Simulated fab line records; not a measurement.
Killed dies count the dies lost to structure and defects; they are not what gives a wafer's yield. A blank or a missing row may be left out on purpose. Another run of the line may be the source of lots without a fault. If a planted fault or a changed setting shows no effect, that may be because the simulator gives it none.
fab line records -- flow n5Finfet -- part 2 of 2: steps 4 to 6 of 6
record lots=23, wafers=69, lastDay=18
route steps=1938 shown HKMG_FIN@457 GATE_CUT@470
lots with no fault: from the same line, run without faults
startH: start of the lot's first displayed wafer, in hours after the record's first day -- waitH: hours from the lot's prior step to this one -- " identical to the entry in the row above -- L1.1+2: a single row standing in for several wafers -- - no value present, or no start provided -- * or withheld: withheld -- < > ~ a bound
route shown NAME@n: names a module that has steps shown in the file, with the first one's number in the route -- usual: mean and standard deviation over wafers with no fault -- same: alike in all rows -- chamber/n: place in a boat -- sites: readings site by site -- _std_site: the values' standard deviation -- _edge_site: outer sites' mean less inner sites' -- radiusMm: for every site, how far away it sits from the centre of the wafer -- mask NAME#n: copy n -- behind: the last tool/chamber to shape the wafer -- hold: why the lot was held/for how many hours/how that ended -- device: whichever transistor did not switch (one of n, p or np) -- end of line: at the end of the route, the tests of the same wafers -- for a step that has no rows: nothing shown but its recipe -- killed: dies lost to structure and defects at the first sort, not the wafer's yield -- map: the dies of a wafer, with x for killed, . for not killed, _ for no die there
set.NAME: the setting that was run; set.NAME@STEP: the one run at that earlier step -- model.NAME: the simulator's own value behind a step, which no gauge read
the route's steps for a sample of lots (tables are steps, rows are wafers)
services: when a tool's chamber went out of use (startH, in hours from the record's first day, below 0 if earlier), for how many hours, and the reason
## steps
# step N5_GATE_CUT_CUT_ETCH_55
# recipe chemistry=BCl3, target=HfO2, maskMaterial=SiO2, targetDepthA=32, ionEnergyEv=30, pressureMtorr=5, icpW=450, biasW=18, bcl3FlowSccm=80
# usual drypumpMotorCurrentA=5.7/0.37, oesProductAu=0.69/0.11, throttleValvePct=33.2/0.33
lot.wafer,tool,chamber,startH,waitH,drypumpMotorCurrentA,oesProductAu,rfHoursCounterH,throttleValvePct
L074.2,rieMetal-01,1,87.32,0.0,6.1,0.68,84,33.5
L074.3,rieMetal-01,1,87.32,0.0,6.1,0.68,-,33.5
L074.6,rieMetal-01,1,87.32,0.0,6.1,0.68,-,33.5
L075.2,rieMetal-02,1,94.24,0.0,6.1,0.69,74,33.5
L075.5,rieMetal-02,1,94.24,0.0,6.1,0.69,-,33.5
L075.6,rieMetal-02,0,94.24,0.0,5.1,0.82,-,32.7
L076.1,rieMetal-01,1,98.29,0.0,6.1,0.68,85,33.5
L076.4,rieMetal-01,0,98.29,0.0,5.6,0.62,-,33.0
L076.6,rieMetal-01,0,98.29,0.0,5.7,0.62,-,33.0
L077.2,rieMetal-02,0,106.63,0.0,5.1,0.81,27,32.7
L077.5,rieMetal-02,1,106.63,0.0,6.1,0.68,-,33.5
L077.6,rieMetal-02,0,106.63,0.0,5.1,0.82,-,32.7
L078.1,rieMetal-01,0,112.31,0.0,5.6,0.61,116,33.0
L078.3,rieMetal-01,0,112.31,0.0,5.6,0.61,-,33.0
L078.5,rieMetal-01,1,112.31,0.0,6.1,0.68,-,33.5
L079.1,rieMetal-01,1,118.08,0.0,6.1,0.67,88,33.5
L079.2,rieMetal-01,0,118.08,0.0,5.6,0.61,117,33.0
L079.4,rieMetal-01,0,118.08,0.0,5.6,0.60,-,33.0
L080.1,rieMetal-01,1,122.31,0.0,6.1,0.68,88,33.5
L080.3,rieMetal-01,0,122.31,0.0,5.7,0.61,-,33.0
L080.4,rieMetal-01,1,122.31,0.0,6.1,0.68,-,33.5
L081.1,rieMetal-02,1,131.86,0.0,6.1,0.69,77,33.5
L081.3,rieMetal-02,1,131.86,0.0,6.0,0.70,-,33.5
L081.5,rieMetal-02,1,131.86,0.0,6.1,0.70,-,33.5
L082.2,rieMetal-02,1,135.12,0.0,6.1,0.69,78,33.5
L082.4,rieMetal-02,0,135.12,0.0,5.1,0.81,-,32.7
L082.6,rieMetal-02,1,135.12,0.0,6.1,0.69,-,33.5
L083.1,rieMetal-03,0,139.52,0.0,5.7,0.62,115,33.5
L083.5,rieMetal-03,0,139.52,0.0,5.7,0.62,-,33.6
L083.6,rieMetal-03,1,139.52,0.0,5.1,0.58,-,32.8
L084.3,rieMetal-03,0,146.21,0.0,5.7,0.62,-,33.5
L084.4,rieMetal-03,1,146.21,0.0,5.1,0.58,-,32.8
L084.5,rieMetal-03,1,146.21,0.0,5.1,0.58,-,32.9
L085.1,rieMetal-01,0,148.92,0.0,5.6,0.61,120,33.0
L085.4,rieMetal-01,1,148.92,0.0,6.1,0.68,-,33.5
L085.5,rieMetal-01,0,148.92,0.0,5.6,0.60,-,33.0
L086.1,rieMetal-03,0,163.08,0.1,5.7,0.62,118,33.5
L086.2,rieMetal-03,0,163.08,0.1,5.7,0.62,-,33.5
L086.5,rieMetal-03,0,163.08,0.1,5.7,0.61,-,33.5
L087.3,rieMetal-01,0,165.57,0.0,5.6,0.61,-,33.0
L087.4,rieMetal-01,1,165.57,0.0,6.1,0.67,-,33.5
L087.6,rieMetal-01,0,165.57,0.0,5.7,0.61,-,33.0
L088.2,rieMetal-03,0,170.88,0.0,5.7,0.62,119,33.6
L088.3,rieMetal-03,0,170.88,0.0,5.7,0.62,-,33.6
L088.5,rieMetal-03,1,170.88,0.0,5.1,0.99,-,32.8
L089.1,rieMetal-03,1,179.56,0.0,5.1,0.95,1,32.7
L089.2,rieMetal-03,0,179.56,0.0,5.7,0.61,120,33.6
L089.4,rieMetal-03,1,179.56,0.0,5.1,0.96,-,32.8
L090.3,rieMetal-03,0,182.04,0.0,5.7,0.60,-,33.6
L090.4,rieMetal-03,1,182.04,0.0,5.1,0.95,-,32.7
L090.6,rieMetal-03,1,182.04,0.0,5.1,0.95,-,32.8
L092.2,rieMetal-03,0,192.04,0.0,5.6,0.61,121,33.6
L092.4,rieMetal-03,1,192.04,0.0,5.1,0.95,-,32.8
L092.6,rieMetal-03,0,192.04,0.0,5.6,0.61,-,33.6
L093.2,rieMetal-01,1,198.24,0.0,6.1,0.66,96,33.5
L093.5,rieMetal-01,1,198.24,0.0,6.1,0.66,-,33.5
L093.6,rieMetal-01,0,198.24,0.0,5.7,0.60,-,33.0
L094.1,rieMetal-01,0,205.91,0.0,5.7,0.60,126,33.0
L094.4,rieMetal-01,0,205.91,0.0,5.7,0.61,-,33.0
L094.6,rieMetal-01,1,205.91,0.0,6.1,0.66,-,33.5
L095.1,rieMetal-02,0,210.15,0.0,5.1,0.79,36,32.8
L095.3,rieMetal-02,0,210.15,0.0,5.1,0.78,-,32.8
L095.4,rieMetal-02,1,210.15,0.0,6.1,0.68,-,33.5
L096.2,rieMetal-01,0,218.22,0.1,5.6,0.59,-,33.0
L096.3,rieMetal-01,0,218.22,0.1,5.6,0.60,-,33.0
L096.4,rieMetal-01,0,218.22,0.1,5.6,0.60,-,33.0
L097.1,rieMetal-03,0,221.08,0.0,5.7,0.61,123,33.6
L097.2,rieMetal-03,1,221.08,0.0,5.1,0.93,5,32.8
L097.6,rieMetal-03,1,221.08,0.0,5.1,0.93,-,32.8
# step N5_GATE_CUT_VAPOR_ETCH_49
# recipe chemistry=BCl3/Cl2, target=TiAlC, mode=isotropic
# usual drypumpMotorCurrentA=5.7/0.37, oesProductAu=0.69/0.11
lot.wafer,tool,chamber,startH,waitH,drypumpMotorCurrentA,oesProductAu
L074.2,rieMetal-01,1,87.41,0.0,6.1,0.68
L074.3,rieMetal-01,1,87.41,0.0,6.1,0.68
L074.6,rieMetal-01,1,87.41,0.0,6.1,0.68
L075.2,rieMetal-02,1,94.33,0.0,6.1,0.69
L075.5,rieMetal-02,1,94.33,0.0,6.1,0.70
L075.6,rieMetal-02,0,94.33,0.0,5.1,0.82
L076.1,rieMetal-01,1,98.38,0.0,6.1,0.69
L076.4,rieMetal-01,0,98.38,0.0,5.7,0.61
L076.6,rieMetal-01,0,98.38,0.0,5.6,0.62
L077.2,rieMetal-02,0,106.72,0.0,5.1,0.81
L077.5,rieMetal-02,1,106.72,0.0,6.1,0.69
L077.6,rieMetal-02,0,106.72,0.0,5.1,0.81
L078.1,rieMetal-01,0,112.40,0.0,5.7,0.61
L078.3,rieMetal-01,0,112.40,0.0,5.7,0.61
L078.5,rieMetal-01,1,112.40,0.0,6.1,0.68
L079.1,rieMetal-01,1,118.17,0.0,6.1,0.69
L079.2,rieMetal-01,0,118.17,0.0,5.6,0.62
L079.4,rieMetal-01,0,118.17,0.0,5.6,0.61
L080.1,rieMetal-01,1,122.40,0.0,6.1,0.67
L080.3,rieMetal-01,0,122.40,0.0,5.6,0.61
L080.4,rieMetal-01,1,122.40,0.0,6.1,0.68
L081.1,rieMetal-02,1,131.95,0.0,6.1,0.68
L081.3,rieMetal-02,1,131.95,0.0,6.1,0.68
L081.5,rieMetal-02,1,131.95,0.0,6.1,0.68
L082.2,rieMetal-02,1,135.21,0.0,6.1,0.69
L082.4,rieMetal-02,0,135.21,0.0,5.1,0.81
L082.6,rieMetal-02,1,135.21,0.0,6.1,0.69
L083.1,rieMetal-03,0,139.61,0.0,5.7,0.63
L083.5,rieMetal-03,0,139.61,0.0,5.7,0.63
L083.6,rieMetal-03,1,139.61,0.0,5.1,0.58
L084.3,rieMetal-03,0,146.30,0.0,5.7,0.63
L084.4,rieMetal-03,1,146.30,0.0,5.1,0.59
L084.5,rieMetal-03,1,146.30,0.0,5.1,0.59
L085.1,rieMetal-01,0,149.01,0.0,5.6,0.61
L085.4,rieMetal-01,1,149.01,0.0,6.1,0.67
L085.5,rieMetal-01,0,149.01,0.0,5.6,0.62
L086.1,rieMetal-03,0,163.26,0.1,5.7,0.62
L086.2,rieMetal-03,0,163.26,0.1,5.7,0.62
L086.5,rieMetal-03,0,163.26,0.1,5.7,0.62
L087.3,rieMetal-01,0,165.66,0.0,5.6,0.60
L087.4,rieMetal-01,1,165.66,0.0,6.1,0.67
L087.6,rieMetal-01,0,165.66,0.0,5.6,0.60
L088.2,rieMetal-03,0,170.97,0.0,5.7,0.61
L088.3,rieMetal-03,0,170.97,0.0,5.7,0.61
L088.5,rieMetal-03,1,170.97,0.0,5.1,0.97
L089.1,rieMetal-03,1,179.65,0.0,5.1,0.95
L089.2,rieMetal-03,0,179.65,0.0,5.7,0.61
L089.4,rieMetal-03,1,179.65,0.0,5.1,0.96
L090.3,rieMetal-03,0,182.13,0.0,5.7,0.61
L090.4,rieMetal-03,1,182.13,0.0,5.1,0.95
L090.6,rieMetal-03,1,182.13,0.0,5.1,0.95
L092.2,rieMetal-03,0,192.13,0.0,5.7,0.61
L092.4,rieMetal-03,1,192.13,0.0,5.1,0.94
L092.6,rieMetal-03,0,192.13,0.0,5.7,0.61
L093.2,rieMetal-01,1,198.33,0.0,6.1,0.66
L093.5,rieMetal-01,1,198.33,0.0,6.1,0.67
L093.6,rieMetal-01,0,198.33,0.0,5.6,0.60
L094.1,rieMetal-01,0,206.00,0.0,5.7,0.60
L094.4,rieMetal-01,0,206.00,0.0,5.7,0.60
L094.6,rieMetal-01,1,206.00,0.0,6.1,0.67
L095.1,rieMetal-02,0,210.24,0.0,5.1,0.78
L095.3,rieMetal-02,0,210.24,0.0,5.1,0.78
L095.4,rieMetal-02,1,210.24,0.0,6.1,0.68
L096.2,rieMetal-01,0,218.40,0.1,5.6,0.59
L096.3,rieMetal-01,0,218.40,0.1,5.6,0.59
L096.4,rieMetal-01,0,218.40,0.1,5.6,0.59
L097.1,rieMetal-03,0,221.17,0.0,5.7,0.61
L097.2,rieMetal-03,1,221.17,0.0,5.1,0.92
L097.6,rieMetal-03,1,221.17,0.0,5.1,0.92
# step N5_GATE_CUT_VAPOR_ETCH_51
# recipe chemistry=BCl3/Cl2, target=HfO2, mode=isotropic
# usual drypumpMotorCurrentA=5.7/0.37, oesProductAu=0.69/0.11
lot.wafer,tool,chamber,startH,waitH,drypumpMotorCurrentA,oesProductAu
L074.2,rieMetal-01,1,87.44,0.0,6.1,0.68
L074.3,rieMetal-01,1,87.44,0.0,6.1,0.68
L074.6,rieMetal-01,1,87.44,0.0,6.1,0.69
L075.2,rieMetal-02,1,94.36,0.0,6.1,0.69
L075.5,rieMetal-02,1,94.36,0.0,6.1,0.69
L075.6,rieMetal-02,0,94.36,0.0,5.1,0.81
L076.1,rieMetal-01,1,98.41,0.0,6.1,0.69
L076.4,rieMetal-01,0,98.41,0.0,5.6,0.61
L076.6,rieMetal-01,0,98.41,0.0,5.6,0.62
L077.2,rieMetal-02,0,106.75,0.0,5.1,0.81
L077.5,rieMetal-02,1,106.75,0.0,6.1,0.69
L077.6,rieMetal-02,0,106.75,0.0,5.1,0.81
L078.1,rieMetal-01,0,112.43,0.0,5.7,0.60
L078.3,rieMetal-01,0,112.43,0.0,5.7,0.61
L078.5,rieMetal-01,1,112.43,0.0,6.1,0.68
L079.1,rieMetal-01,1,118.20,0.0,6.1,0.69
L079.2,rieMetal-01,0,118.20,0.0,5.6,0.61
L079.4,rieMetal-01,0,118.20,0.0,5.6,0.61
L080.1,rieMetal-01,1,122.43,0.0,6.1,0.68
L080.3,rieMetal-01,0,122.43,0.0,5.6,0.61
L080.4,rieMetal-01,1,122.43,0.0,6.1,0.68
L081.1,rieMetal-02,1,131.98,0.0,6.1,0.69
L081.3,rieMetal-02,1,131.98,0.0,6.1,0.69
L081.5,rieMetal-02,1,131.98,0.0,6.1,0.69
L082.2,rieMetal-02,1,135.24,0.0,6.1,0.69
L082.4,rieMetal-02,0,135.24,0.0,5.0,0.80
L082.6,rieMetal-02,1,135.24,0.0,6.1,0.69
L083.1,rieMetal-03,0,139.64,0.0,5.7,0.62
L083.5,rieMetal-03,0,139.64,0.0,5.7,0.62
L083.6,rieMetal-03,1,139.64,0.0,5.1,0.58
L084.3,rieMetal-03,0,146.33,0.0,5.7,0.62
L084.4,rieMetal-03,1,146.33,0.0,5.1,0.58
L084.5,rieMetal-03,1,146.33,0.0,5.1,0.58
L085.1,rieMetal-01,0,149.04,0.0,5.6,0.61
L085.4,rieMetal-01,1,149.04,0.0,6.1,0.68
L085.5,rieMetal-01,0,149.04,0.0,5.6,0.61
L086.1,rieMetal-03,0,163.32,0.1,5.6,0.63
L086.2,rieMetal-03,0,163.32,0.1,5.7,0.62
L086.5,rieMetal-03,0,163.32,0.1,5.7,0.62
L087.3,rieMetal-01,0,165.69,0.0,5.6,0.61
L087.4,rieMetal-01,1,165.69,0.0,6.1,0.68
L087.6,rieMetal-01,0,165.69,0.0,5.6,0.60
L088.2,rieMetal-03,0,171.00,0.0,5.7,0.61
L088.3,rieMetal-03,0,171.00,0.0,5.7,0.61
L088.5,rieMetal-03,1,171.00,0.0,5.1,0.96
L089.1,rieMetal-03,1,179.68,0.0,5.1,0.97
L089.2,rieMetal-03,0,179.68,0.0,5.7,0.62
L089.4,rieMetal-03,1,179.68,0.0,5.1,0.95
L090.3,rieMetal-03,0,182.16,0.0,5.7,0.62
L090.4,rieMetal-03,1,182.16,0.0,5.1,0.96
L090.6,rieMetal-03,1,182.16,0.0,5.1,0.96
L092.2,rieMetal-03,0,192.16,0.0,5.7,0.60
L092.4,rieMetal-03,1,192.16,0.0,5.1,0.95
L092.6,rieMetal-03,0,192.16,0.0,5.7,0.61
L093.2,rieMetal-01,1,198.36,0.0,6.1,0.66
L093.5,rieMetal-01,1,198.36,0.0,6.1,0.67
L093.6,rieMetal-01,0,198.36,0.0,5.6,0.60
L094.1,rieMetal-01,0,206.03,0.0,5.7,0.60
L094.4,rieMetal-01,0,206.03,0.0,5.7,0.60
L094.6,rieMetal-01,1,206.03,0.0,6.1,0.66
L095.1,rieMetal-02,0,210.27,0.0,5.1,0.79
L095.3,rieMetal-02,0,210.27,0.0,5.1,0.78
L095.4,rieMetal-02,1,210.27,0.0,6.1,0.68
L096.2,rieMetal-01,0,218.46,0.1,5.7,0.60
L096.3,rieMetal-01,0,218.46,0.1,5.7,0.59
L096.4,rieMetal-01,0,218.46,0.1,5.6,0.60
L097.1,rieMetal-03,0,221.20,0.0,5.6,0.61
L097.2,rieMetal-03,1,221.20,0.0,5.1,0.92
L097.6,rieMetal-03,1,221.20,0.0,5.1,0.91
## services
tool,chamber,startH,hours,kind
rieDiel-05,-,77.98,2.8,pm
rieDiel-02,2,84.27,3.8,repair
rieMetal-01,1,91.01,5.0,repair
rieDiel-04,3,136.00,-,clean
rieDiel-04,3,136.00,-,consumableReplace:focusRing
rieDiel-04,3,136.00,-,consumableReplace:showerhead
rieDiel-04,3,136.00,14.5,scheduledDown
rieDiel-04,3,136.00,14.5,ventCycle
rieMetal-02,1,136.47,5.3,repair
rieDiel-04,1,142.41,4.1,repair
rieMetal-03,-,146.71,0.8,repair
rieDiel-05,0,149.93,9.9,repair
rieMetal-03,1,151.56,-,clean
rieMetal-03,1,151.56,14.8,scheduledDown
rieMetal-03,1,151.56,14.8,ventCycle
rieDiel-04,0,184.42,-,clean
rieDiel-04,0,184.42,-,consumableReplace:esc
rieDiel-04,0,184.42,-,consumableReplace:focusRing
rieDiel-04,0,184.42,36.4,scheduledDown
rieDiel-04,0,184.42,36.4,ventCycle
rieMetal-03,0,213.09,4.3,repair
rieMetal-01,1,217.82,15.9,repair
rieDiel-04,1,220.95,-,clean
rieDiel-04,1,220.95,-,consumableReplace:focusRing
